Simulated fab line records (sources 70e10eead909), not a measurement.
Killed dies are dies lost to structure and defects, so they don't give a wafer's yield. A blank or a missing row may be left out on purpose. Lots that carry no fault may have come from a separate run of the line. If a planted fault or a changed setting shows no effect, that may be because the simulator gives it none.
A lot that was struck, set against a sound lot | flow nandHarc | 14 out of 1159 route steps
Sound: these wafers, L738.1, L738.4, L738.5. Struck: wafer L747.2. (L747.6 of the same lot was not struck and is left out.) The cause comes at the end.
Per side, at each step with rows, come the tool, then ch with its chambers, and then its first start. Under that, the readings that differ: sound wafers | struck wafers | difference of the means | sigmas: that difference in standard deviations of wafers without a fault.
alike: a reading whose means differ by less than 2 such deviations, as well as words and numbers matching on both sides. not compared: withheld readings; readings where some wafer has no value; bounds like >300 that might hide an equal value; numbers whose values overlap and for which the record gives no deviation.
Wherever a step has rows on one side only, a row that says differs or no value, or a row with sigmas, the two part there. Non-overlapping numbers with no deviation appear without sigmas and do not part them. A reading that every wafer of one side lacks parts them only if that side has two wafers or more.

NHARC_A_BONDPAD_CD_MEAS_09 targets a cd of 500 nm.
  sound on cdSem-03 ch 0, day 18 11:47; struck on cdSem-01 ch 0, day 20 18:39
  alike: cdNm
NHARC_A_BONDPAD_OVL_MEAS_35:
  sound: overlay-02 at day 18 11:52; struck: overlay-02 at day 20 18:44
reading         | sound    | struck | difference | sigmas
overlayXNm (nm) | 19 18 18 | 2      | -16        | -3
  alike: overlayYNm
then, 2 steps without rows for these wafers: NHARC_A_BONDPAD_HARDBAKE_10 (time 65 s); NHARC_A_BONDPAD_DESCUM_11 (chemistry O2, time 3 s).
NHARC_A_BONDPAD_ETCH_34: etches the open film in N2/H2, target depth 60 nm, overetch 18 nm, time 65.91 s.
  sound on rieDiel-11 ch 2,3, day 18 12:05; struck on rieDiel-11 ch 1, day 20 18:59
  alike: drypumpMotorCurrentA, oesProductAu, rfVppV, showerheadPlenumPTorr, throttleValvePct
  not compared: rfHoursCounterH
then, 1 step without rows for these wafers: NHARC_A_BONDPAD_ETCH_12 (etches the open film in CHF3/O2, target depth 220 nm, time 110 s).
NHARC_A_BONDPAD_CD_MEAS_13:
  sound: cdSem-03 at day 18 12:19; struck: cdSem-01 at day 20 19:13
  alike: cdNm
NHARC_A_BONDPAD_STRIP_15: strips in O2.
  sound on rieDiel-09 ch 0,2,3, day 18 12:25; struck on rieDiel-09 ch 3, day 20 19:17
  alike: drypumpMotorCurrentA, oesProductAu, rfVppV, showerheadPlenumPTorr, throttleValvePct
  not compared: rfHoursCounterH
NHARC_A_BONDPAD_ETCH_24: etches the open film in CF4/N2, target depth 30 nm, time 72.99 s.
  sound on rieDiel-09 ch 0,1,3; struck on rieDiel-09 ch 0
  alike: drypumpMotorCurrentA, oesProductAu, rfVppV, showerheadPlenumPTorr, throttleValvePct
  not compared: rfHoursCounterH
then, 2 steps without rows for these wafers: NHARC_A_BONDPAD_STRIP_16 (strips in post etch residue remover, time 600 s); NHARC_A_BONDPAD_DEGAS_25 (time 60 s).
NHARC_A_BONDPAD_PRE_CLEAN_26: time 30 s.
  sound on pvdSputter-01; struck on pvdSputter-01
  alike: heaterPowerW
NHARC_A_BONDPAD_PVD_17: deposits TaN, target thk 5 nm, time 8.06 s.
  sound: pvdSputter-01 at day 18 13:04; struck: pvdSputter-01 at day 20 19:59
reading   | sound          | struck | difference | sigmas
timeS (s) | 8.06 8.06 8.06 | 8.4916 | +0.4316    | 
  alike: throttleValvePct
NHARC_A_BONDPAD_PVD_27: deposits Cu, target thk 30 nm, time 20.49 s.
  sound on pvdSputter-01; struck on pvdSputter-01
  alike: throttleValvePct
  not compared: timeS

## WHERE THEY PART
NHARC_A_BONDPAD_OVL_MEAS_35 only, going by this record. Later steps at which nothing parts them and some readings are alike: NHARC_A_BONDPAD_ETCH_34, NHARC_A_BONDPAD_CD_MEAS_13, NHARC_A_BONDPAD_STRIP_15, NHARC_A_BONDPAD_ETCH_24, NHARC_A_BONDPAD_PRE_CLEAN_26, NHARC_A_BONDPAD_PVD_17, NHARC_A_BONDPAD_PVD_27.

WHY: what had been put in by the simulator
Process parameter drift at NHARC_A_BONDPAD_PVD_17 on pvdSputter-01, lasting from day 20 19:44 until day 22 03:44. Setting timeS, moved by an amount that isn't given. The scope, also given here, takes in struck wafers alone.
